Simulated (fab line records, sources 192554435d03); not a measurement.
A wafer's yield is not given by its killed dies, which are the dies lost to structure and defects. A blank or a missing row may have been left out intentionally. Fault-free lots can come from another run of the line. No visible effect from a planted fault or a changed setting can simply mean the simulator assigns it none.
Which tool was responsible? :: flow n5 finfet :: 72 wafers from 24 lots sampled at 4 of the route's 1938 steps

## WHAT THE GAUGES SHOWED, per wafer
N5_BEOL_M13_CD_MEAS_17: the cd target is 190 nm.
lot: L076
measured: day 11 06:28
on: cd sem-02
cd nm (nm): 188.3 189.3 188.3

lot: L074
measured: day 11 06:38
on: cd sem-03
cd nm (nm): 190.1 188.0 190.4

lot: L075
measured: day 11 06:58
on: cd sem-02
cd nm (nm): 192.8 191.2 191.0

lot: L077
measured: day 11 09:13
on: cd sem-03
cd nm (nm): 191.4 188.0 188.8

lot: L078
measured: day 11 23:44
on: cd sem-03
cd nm (nm): 189.0 188.8 190.1

lot: L079
measured: day 12 06:46
on: cd sem-03
cd nm (nm): 188.7 189.0 190.1

lot: L080
measured: day 12 14:21
on: cd sem-01
cd nm (nm): 191.0 188.6 190.6

lot: L082
measured: day 13 12:35
on: cd sem-03
cd nm (nm): 190.8 191.5 189.6

lot: L081
measured: day 13 12:44
on: cd sem-01
cd nm (nm): 190.2 187.4 187.1

lot: L085
measured: day 13 14:31
on: cd sem-01
cd nm (nm): 189.0 188.1 190.1

lot: L083
measured: day 13 15:37
on: cd sem-03
cd nm (nm): 187.0 188.5 185.3

lot: L084
measured: day 13 16:58
on: cd sem-01
cd nm (nm): 187.8 188.4 188.0

lot: L087
measured: day 14 10:49
on: cd sem-02
cd nm (nm): 187.5 188.6 190.2

lot: L088
measured: day 14 16:44
on: cd sem-01
cd nm (nm): 189.2 191.2 189.8

lot: L086
measured: day 14 17:08
on: cd sem-03
cd nm (nm): 187.5 189.6 189.9

lot: L089
measured: day 15 12:05
on: cd sem-02
cd nm (nm): 191.2 190.0 190.3

lot: L093
measured: day 15 13:06
on: cd sem-02
cd nm (nm): 192.7 189.1 189.7

lot: L091
measured: day 15 15:55
on: cd sem-02
cd nm (nm): 190.2 189.9 187.4

lot: L090
measured: day 15 16:07
on: cd sem-03
cd nm (nm): 191.2 191.1 192.3

lot: L092
measured: day 15 18:58
on: cd sem-02
cd nm (nm): 191.2 191.6 191.5

lot: L095
measured: day 16 20:53
on: cd sem-03
cd nm (nm): 188.8 190.9 192.1

lot: L094
measured: day 17 04:31
on: cd sem-03
cd nm (nm): 188.6 187.2 187.9

lot: L097
measured: day 17 05:22
on: cd sem-01
cd nm (nm): 189.5 190.4 189.3

lot: L096
measured: day 17 16:34
on: cd sem-01
cd nm (nm): 188.9 186.8 191.9

N5_BEOL_M13_RS_MEAS_54: a four-point-probe measurement.
lot: L076
measured: day 11 12:37
on: film metro-02
M13_RS (ohm/sq): 0.0448 0.0446 0.0438

lot: L074
measured: day 11 13:26
on: film metro-01
M13_RS (ohm/sq): 0.0438 0.0453 0.0441

lot: L075
measured: day 11 14:30
on: film metro-01
M13_RS (ohm/sq): 0.0461 0.0450 0.0456

lot: L077
measured: day 11 14:23
on: film metro-02
M13_RS (ohm/sq): 0.0444 0.0436 0.0436

lot: L078
measured: day 12 05:19
on: film metro-01
M13_RS (ohm/sq): 0.0467 0.0461 0.0465

lot: L079
measured: day 12 11:50
on: film metro-02
M13_RS (ohm/sq): 0.0451 0.0444 0.0458

lot: L080
measured: day 12 18:13
on: film metro-02
M13_RS (ohm/sq): 0.0442 0.0444 0.0437

lot: L082
measured: day 13 17:10
on: film metro-02
M13_RS (ohm/sq): 0.0465 0.0468 0.0451

lot: L081
measured: day 13 17:52
on: film metro-02
M13_RS (ohm/sq): 0.0436 0.0443 0.0436

lot: L085
measured: day 13 17:53
on: film metro-01
M13_RS (ohm/sq): 0.0440 0.0457 0.0441

lot: L083
measured: day 13 19:39
on: film metro-02
M13_RS (ohm/sq): 0.0465 0.0454 0.0448

lot: L084
measured: day 13 19:57
on: film metro-01
M13_RS (ohm/sq): 0.0452 0.0453 0.0455

lot: L087
measured: day 14 15:52
on: film metro-01
M13_RS (ohm/sq): 0.0434 0.0439 0.0430

lot: L088
measured: day 14 21:38
on: film metro-01
M13_RS (ohm/sq): 0.0459 0.0449 0.0463

lot: L086
measured: day 14 22:51
on: film metro-01
M13_RS (ohm/sq): 0.0439 0.0439 0.0445

lot: L089
measured: day 15 17:54
on: film metro-01
M13_RS (ohm/sq): 0.0439 0.0447 0.0443

lot: L093
measured: day 15 18:08
on: film metro-01
M13_RS (ohm/sq): 0.0444 0.0443 0.0446

lot: L091
measured: day 15 18:32
on: film metro-02
M13_RS (ohm/sq): 0.0445 0.0450 0.0448

lot: L090
measured: day 15 21:28
on: film metro-01
M13_RS (ohm/sq): 0.0437 0.0442 0.0440

lot: L092
measured: day 15 22:44
on: film metro-01
M13_RS (ohm/sq): 0.0445 0.0464 0.0457

lot: L095
measured: day 17 05:56
on: film metro-01
M13_RS (ohm/sq): 0.0446 0.0441 0.0444

lot: L094
measured: day 17 09:34
on: film metro-02
M13_RS (ohm/sq): 0.0443 0.0448 0.0440

lot: L097
measured: day 17 11:53
on: film metro-02
M13_RS (ohm/sq): 0.0442 0.0447 0.0443

lot: L096
measured: day 17 20:50
on: film metro-02
M13_RS (ohm/sq): 0.0448 0.0442 0.0460

## WHAT TOOL EACH LOT RAN ON (gives the tool, then ch and the chambers of the sampled wafers, and finally the start)
lot: L076
N5_BEOL_M13_DESCUM_15: rie diel-06 ch 0,2,3, day 11 05:52
N5_BEOL_M13_STRIP_64: plasma asher-02 ch 0,1, day 11 06:19

lot: L074
N5_BEOL_M13_DESCUM_15: rie diel-03 ch 2,3, day 11 06:07
N5_BEOL_M13_STRIP_64: plasma asher-02 ch 0, day 11 06:29

lot: L075
N5_BEOL_M13_DESCUM_15: rie diel-03 ch 2,3, day 11 06:25
N5_BEOL_M13_STRIP_64: plasma asher-02 ch 0,1, day 11 06:49

lot: L077
N5_BEOL_M13_DESCUM_15: rie diel-06 ch 0,2, day 11 08:41
N5_BEOL_M13_STRIP_64: plasma asher-02 ch 0,1, day 11 09:04

lot: L078
N5_BEOL_M13_DESCUM_15: rie diel-06 ch 0,1,2, day 11 23:13
N5_BEOL_M13_STRIP_64: plasma asher-02 ch 0,1, day 11 23:35

lot: L079
N5_BEOL_M13_DESCUM_15: rie diel-03 ch 0,3, day 12 06:14
N5_BEOL_M13_STRIP_64: plasma asher-02 ch 0,1, day 12 06:37

lot: L080
N5_BEOL_M13_DESCUM_15: rie diel-06 ch 0,2,3, day 12 13:41
N5_BEOL_M13_STRIP_64: plasma asher-02 ch 0, day 12 14:12

lot: L082
N5_BEOL_M13_DESCUM_15: rie diel-01 ch 0,1,3, day 13 12:00
N5_BEOL_M13_STRIP_64: plasma asher-01 ch 0,1, day 13 12:23

lot: L081
N5_BEOL_M13_DESCUM_15: rie diel-06 ch 0,1,3, day 13 12:13
N5_BEOL_M13_STRIP_64: plasma asher-01 ch 0,1, day 13 12:37

lot: L085
N5_BEOL_M13_DESCUM_15: rie diel-06 ch 1,2,3, day 13 13:59
N5_BEOL_M13_STRIP_64: plasma asher-01 ch 0,1, day 13 14:23

lot: L083
N5_BEOL_M13_DESCUM_15: rie diel-06 ch 1,3, day 13 15:03
N5_BEOL_M13_STRIP_64: plasma asher-01 ch 0,1, day 13 15:26

lot: L084
N5_BEOL_M13_DESCUM_15: rie diel-01 ch 1,3, day 13 16:24
N5_BEOL_M13_STRIP_64: plasma asher-01 ch 0,1, day 13 16:48

lot: L087
N5_BEOL_M13_DESCUM_15: rie diel-06 ch 2,3, day 14 10:17
N5_BEOL_M13_STRIP_64: plasma asher-02 ch 0,1, day 14 10:41

lot: L088
N5_BEOL_M13_DESCUM_15: rie diel-01 ch 0,2,3, day 14 16:12
N5_BEOL_M13_STRIP_64: plasma asher-02 ch 0,1, day 14 16:35

lot: L086
N5_BEOL_M13_DESCUM_15: rie diel-01 ch 1,2,3, day 14 16:36
N5_BEOL_M13_STRIP_64: plasma asher-02 ch 0,1, day 14 16:59

lot: L089
N5_BEOL_M13_DESCUM_15: rie diel-03 ch 2,3, day 15 11:33
N5_BEOL_M13_STRIP_64: plasma asher-02 ch 0,1, day 15 11:56

lot: L093
N5_BEOL_M13_DESCUM_15: rie diel-06 ch 0,1,3, day 15 12:34
N5_BEOL_M13_STRIP_64: plasma asher-02 ch 1, day 15 12:57

lot: L091
N5_BEOL_M13_DESCUM_15: rie diel-06 ch 0,2,3, day 15 15:23
N5_BEOL_M13_STRIP_64: plasma asher-02 ch 0,1, day 15 15:47

lot: L090
N5_BEOL_M13_DESCUM_15: rie diel-03 ch 0,3, day 15 15:35
N5_BEOL_M13_STRIP_64: plasma asher-01 ch 0,1, day 15 15:58

lot: L092
N5_BEOL_M13_DESCUM_15: rie diel-03 ch 0,2,3, day 15 18:26
N5_BEOL_M13_STRIP_64: plasma asher-01 ch 0,1, day 15 18:49

lot: L095
N5_BEOL_M13_DESCUM_15: rie diel-03 ch 0,2,3, day 16 20:22
N5_BEOL_M13_STRIP_64: plasma asher-02 ch 0,1, day 16 20:44

lot: L094
N5_BEOL_M13_DESCUM_15: rie diel-03 ch 0,1,2, day 17 03:59
N5_BEOL_M13_STRIP_64: plasma asher-01 ch 0,1, day 17 04:23

lot: L097
N5_BEOL_M13_DESCUM_15: rie diel-03 ch 0,1,3, day 17 04:50
N5_BEOL_M13_STRIP_64: plasma asher-01 ch 1, day 17 05:13

lot: L096
N5_BEOL_M13_DESCUM_15: rie diel-06 ch 0,1,2, day 17 16:02
N5_BEOL_M13_STRIP_64: plasma asher-02 ch 0,1, day 17 16:26
- N5_BEOL_M13_DESCUM_15: chemistry O2, time 7.9 s.
- N5_BEOL_M13_STRIP_64: strips in N2/H2.

## WHAT THE TOOLS THEMSELVES READ (means of the sampled wafers that have a number; where no wafer has one, the mark that the record gives instead)
N5_BEOL_M13_DESCUM_15.
lot: L076
tool: rie diel-06
chamber pressure mTorr (mTorr): 19.999
drypump motor current A (A): 5.6
oes product au (a.u.): 0.80
rf vpp V (V): 242.9
showerhead plenum p Torr (Torr): 2.07
throttle valve pct (%): 20.32

lot: L074
tool: rie diel-03
chamber pressure mTorr (mTorr): 20.001
drypump motor current A (A): 5.8
oes product au (a.u.): 0.78
rf vpp V (V): 242.9
showerhead plenum p Torr (Torr): 2.14
throttle valve pct (%): 20.64

lot: L075
tool: rie diel-03
chamber pressure mTorr (mTorr): 20.009
drypump motor current A (A): 5.8
oes product au (a.u.): 0.78
rf vpp V (V): 243.6
showerhead plenum p Torr (Torr): 2.14
throttle valve pct (%): 20.62

lot: L077
tool: rie diel-06
chamber pressure mTorr (mTorr): 19.993
drypump motor current A (A): 5.8
oes product au (a.u.): 0.79
rf vpp V (V): 241.8
showerhead plenum p Torr (Torr): 2.01
throttle valve pct (%): 20.41

lot: L078
tool: rie diel-06
chamber pressure mTorr (mTorr): 19.993
drypump motor current A (A): 5.4
oes product au (a.u.): 0.77
rf vpp V (V): 242.1
showerhead plenum p Torr (Torr): 2.03
throttle valve pct (%): 20.37

lot: L079
tool: rie diel-03
chamber pressure mTorr (mTorr): 20.017
drypump motor current A (A): 5.8
oes product au (a.u.): 0.77
rf vpp V (V): 244.0
showerhead plenum p Torr (Torr): 2.16
throttle valve pct (%): 20.56

lot: L080
tool: rie diel-06
chamber pressure mTorr (mTorr): 20.010
drypump motor current A (A): 5.6
oes product au (a.u.): 0.79
rf vpp V (V): 243.0
showerhead plenum p Torr (Torr): 2.07
throttle valve pct (%): 20.32

lot: L082
tool: rie diel-01
chamber pressure mTorr (mTorr): 20.016
drypump motor current A (A): 5.3
oes product au (a.u.): 0.71
rf vpp V (V): 242.2
showerhead plenum p Torr (Torr): 2.07
throttle valve pct (%): 20.63

lot: L081
tool: rie diel-06
chamber pressure mTorr (mTorr): 20.006
drypump motor current A (A): 5.7
oes product au (a.u.): 0.73
rf vpp V (V): 242.3
showerhead plenum p Torr (Torr): 2.08
throttle valve pct (%): 20.50

lot: L085
tool: rie diel-06
chamber pressure mTorr (mTorr): 20.009
drypump motor current A (A): 5.2
oes product au (a.u.): 0.77
rf vpp V (V): 243.2
showerhead plenum p Torr (Torr): 2.10
throttle valve pct (%): 20.30

lot: L083
tool: rie diel-06
chamber pressure mTorr (mTorr): 19.996
drypump motor current A (A): 5.5
oes product au (a.u.): 0.74
rf vpp V (V): 243.6
showerhead plenum p Torr (Torr): 2.14
throttle valve pct (%): 20.42

lot: L084
tool: rie diel-01
chamber pressure mTorr (mTorr): 20.013
drypump motor current A (A): 5.2
oes product au (a.u.): 0.70
rf vpp V (V): 242.9
showerhead plenum p Torr (Torr): 2.09
throttle valve pct (%): 20.49

lot: L087
tool: rie diel-06
chamber pressure mTorr (mTorr): 20.001
drypump motor current A (A): 5.2
oes product au (a.u.): 0.82
rf vpp V (V): 242.9
showerhead plenum p Torr (Torr): 2.08
throttle valve pct (%): 20.15

lot: L088
tool: rie diel-01
chamber pressure mTorr (mTorr): 19.992
drypump motor current A (A): 5.7
oes product au (a.u.): 0.73
rf vpp V (V): 244.0
showerhead plenum p Torr (Torr): 2.05
throttle valve pct (%): 20.64

lot: L086
tool: rie diel-01
chamber pressure mTorr (mTorr): 19.991
drypump motor current A (A): 5.6
oes product au (a.u.): 0.72
rf vpp V (V): 242.9
showerhead plenum p Torr (Torr): 2.07
throttle valve pct (%): 20.49

lot: L089
tool: rie diel-03
chamber pressure mTorr (mTorr): 20.006
drypump motor current A (A): 5.8
oes product au (a.u.): 0.92
rf vpp V (V): 243.0
showerhead plenum p Torr (Torr): 2.13
throttle valve pct (%): 20.47

lot: L093
tool: rie diel-06
chamber pressure mTorr (mTorr): 19.990
drypump motor current A (A): 5.7
oes product au (a.u.): 0.81
rf vpp V (V): 243.4
showerhead plenum p Torr (Torr): 2.07
throttle valve pct (%): 20.42

lot: L091
tool: rie diel-06
chamber pressure mTorr (mTorr): 20.002
drypump motor current A (A): 5.7
oes product au (a.u.): 0.77
rf vpp V (V): 242.9
showerhead plenum p Torr (Torr): 2.06
throttle valve pct (%): 20.36

lot: L090
tool: rie diel-03
chamber pressure mTorr (mTorr): 20.007
drypump motor current A (A): 6.1
oes product au (a.u.): 0.90
rf vpp V (V): 244.0
showerhead plenum p Torr (Torr): 2.15
throttle valve pct (%): 20.25

lot: L092
tool: rie diel-03
chamber pressure mTorr (mTorr): 19.992
drypump motor current A (A): 6.2
oes product au (a.u.): 0.90
rf vpp V (V): 243.8
showerhead plenum p Torr (Torr): 2.12
throttle valve pct (%): 20.35

lot: L095
tool: rie diel-03
chamber pressure mTorr (mTorr): 20.010
drypump motor current A (A): 6.2
oes product au (a.u.): 0.90
rf vpp V (V): 243.4
showerhead plenum p Torr (Torr): 2.12
throttle valve pct (%): 20.35

lot: L094
tool: rie diel-03
chamber pressure mTorr (mTorr): 20.005
drypump motor current A (A): 6.3
oes product au (a.u.): 0.85
rf vpp V (V): 242.8
showerhead plenum p Torr (Torr): 2.10
throttle valve pct (%): 20.30

lot: L097
tool: rie diel-03
chamber pressure mTorr (mTorr): 20.000
drypump motor current A (A): 5.9
oes product au (a.u.): 0.87
rf vpp V (V): 243.6
showerhead plenum p Torr (Torr): 2.14
throttle valve pct (%): 20.33

lot: L096
tool: rie diel-06
chamber pressure mTorr (mTorr): 20.017
drypump motor current A (A): 5.4
oes product au (a.u.): 0.82
rf vpp V (V): 241.8
showerhead plenum p Torr (Torr): 2.02
throttle valve pct (%): 20.31

N5_BEOL_M13_STRIP_64.
lot: L076
tool: plasma asher-02
drypump motor current A (A): 5.9
heater power w (W): 408
oes product au (a.u.): 0.716
strip time to endpoint s (s): 31.31

lot: L074
tool: plasma asher-02
drypump motor current A (A): 5.7
heater power w (W): 395
oes product au (a.u.): 0.714
strip time to endpoint s (s): 31.33

lot: L075
tool: plasma asher-02
drypump motor current A (A): 5.9
heater power w (W): 396
oes product au (a.u.): 0.713
strip time to endpoint s (s): 31.38

lot: L077
tool: plasma asher-02
drypump motor current A (A): 6.2
heater power w (W): 412
oes product au (a.u.): 0.715
strip time to endpoint s (s): 31.26

lot: L078
tool: plasma asher-02
drypump motor current A (A): 6.2
heater power w (W): 410
oes product au (a.u.): 0.722
strip time to endpoint s (s): 31.31

lot: L079
tool: plasma asher-02
drypump motor current A (A): 5.9
heater power w (W): 404
oes product au (a.u.): 0.713
strip time to endpoint s (s): 31.40

lot: L080
tool: plasma asher-02
drypump motor current A (A): 5.7
heater power w (W): 385
oes product au (a.u.): 0.708
strip time to endpoint s (s): 31.34

lot: L082
tool: plasma asher-01
drypump motor current A (A): 5.8
heater power w (W): 334
oes product au (a.u.): 0.716
strip time to endpoint s (s): 31.44

lot: L081
tool: plasma asher-01
drypump motor current A (A): 5.4
heater power w (W): 316
oes product au (a.u.): 0.717
strip time to endpoint s (s): 31.38

lot: L085
tool: plasma asher-01
drypump motor current A (A): 5.4
heater power w (W): 316
oes product au (a.u.): 0.711
strip time to endpoint s (s): 31.19

lot: L083
tool: plasma asher-01
drypump motor current A (A): 5.7
heater power w (W): 328
oes product au (a.u.): 0.710
strip time to endpoint s (s): 31.43

lot: L084
tool: plasma asher-01
drypump motor current A (A): 5.8
heater power w (W): 331
oes product au (a.u.): 0.718
strip time to endpoint s (s): 31.34

lot: L087
tool: plasma asher-02
drypump motor current A (A): 6.2
heater power w (W): 407
oes product au (a.u.): 0.717
strip time to endpoint s (s): 31.29

lot: L088
tool: plasma asher-02
drypump motor current A (A): 6.1
heater power w (W): 404
oes product au (a.u.): 0.711
strip time to endpoint s (s): 31.27

lot: L086
tool: plasma asher-02
drypump motor current A (A): 6.1
heater power w (W): 415
oes product au (a.u.): 0.718
strip time to endpoint s (s): 31.20

lot: L089
tool: plasma asher-02
drypump motor current A (A): 5.9
heater power w (W): 403
oes product au (a.u.): 0.713
strip time to endpoint s (s): 31.37

lot: L093
tool: plasma asher-02
drypump motor current A (A): 6.4
heater power w (W): 425
oes product au (a.u.): 0.715
strip time to endpoint s (s): 31.24

lot: L091
tool: plasma asher-02
drypump motor current A (A): 6.2
heater power w (W): 412
oes product au (a.u.): 0.711
strip time to endpoint s (s): 31.38

lot: L090
tool: plasma asher-01
drypump motor current A (A): 5.8
heater power w (W): 324
oes product au (a.u.): 0.716
strip time to endpoint s (s): 31.35

lot: L092
tool: plasma asher-01
drypump motor current A (A): 5.8
heater power w (W): 332
oes product au (a.u.): 0.716
strip time to endpoint s (s): 31.29

lot: L095
tool: plasma asher-02
drypump motor current A (A): 6.2
heater power w (W): 409
oes product au (a.u.): 0.717
strip time to endpoint s (s): 31.30

lot: L094
tool: plasma asher-01
drypump motor current A (A): 5.8
heater power w (W): 334
oes product au (a.u.): 0.714
strip time to endpoint s (s): 31.30

lot: L097
tool: plasma asher-01
drypump motor current A (A): 5.0
heater power w (W): 307
oes product au (a.u.): 0.719
strip time to endpoint s (s): 31.37

lot: L096
tool: plasma asher-02
drypump motor current A (A): 5.9
heater power w (W): 405
oes product au (a.u.): 0.713
strip time to endpoint s (s): 31.26

## THE ANSWER, worked out from the rows above alone
Rule: what is usual is taken from the lots themselves. Put in order of their means at a reading, lots are off if they are a third of the lots or fewer, leave a main group of 4 or more, and stand apart from it by a gap of 3 or more times the standard deviation of the main group's means; of several such gaps the widest counts. A main group is skipped when, at the precision printed for the reading in the tables above, its means are all equal. A lot without any number at a reading at which 4 lots or more have one is off too. All remaining lots with rows at the step are treated as sound. The gauges are gone through in route order, then the tools' own readings, and for those a lot's mean is taken as printed above. The first step at which some lot is off is used, and at that step the reading that is off furthest; a lot without a number counts as furthest.
Nothing can be told from this: no lot is off at any reading shown.

## WHAT THE SIMULATOR HAD PUT IN
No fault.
